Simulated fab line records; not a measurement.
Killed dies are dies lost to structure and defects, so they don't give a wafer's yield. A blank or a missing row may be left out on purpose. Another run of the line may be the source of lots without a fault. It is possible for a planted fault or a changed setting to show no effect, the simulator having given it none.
Chamber matching | flow nand_harc | NHARC_A_BLC_ALD_23 on ald_metal-02: 4 sister chambers
The step deposits TiN, target thk 3 nm, pulse time 1 s, ald cycles 150. 4 wafers are shown with their chamber, then 8 later ones without.

## WAFERS WITH THEIR CHAMBER
wafer  | chamber | heater_power_outer_w (W)
L088.2 | 3       | 706
L088.3 | 0       | 649
L088.6 | 2       | 645
L091.1 | 1       | 751

## WAFERS WITH NO CHAMBER GIVEN
wafer  | heater_power_outer_w (W)
L091.5 | 771
L091.6 | 641
L093.1 | 642
L093.2 | 765
L093.5 | 692
L096.2 | 652
L096.4 | 658
L096.6 | 709

## WHICH CHAMBER EACH WENT THROUGH
wafer  | from the rows above     | in truth
L091.5 | 1                       | 1
L091.6 | can't be placed: 2 or 0 | 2
L093.1 | can't be placed: 2 or 0 | 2
L093.2 | 1                       | 1
L093.5 | 3                       | 3
L096.2 | can't be placed: 0 or 2 | 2
L096.4 | can't be placed: 0 or 2 | 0
L096.6 | 3                       | 3
Correct placement for 4 of the 8. Unplaceable from these rows: 4, with the true chamber sitting among the candidates in 4. Number placed wrongly: 0.
How it was worked out, from the rows above alone: a wafer's distance from a chamber is the root of the sum, over the readings, of the square of ((its reading less the chamber's mean) divided by the reading's scatter). The wafer belongs to the nearest chamber; if the next one is less than 2 further off, it can't be placed. Each chamber's mean is taken over the wafers shown for it. The scatter (one wafer shown for each chamber): square how far every hidden wafer sits from the nearest shown wafer, average those squares and take the square root.
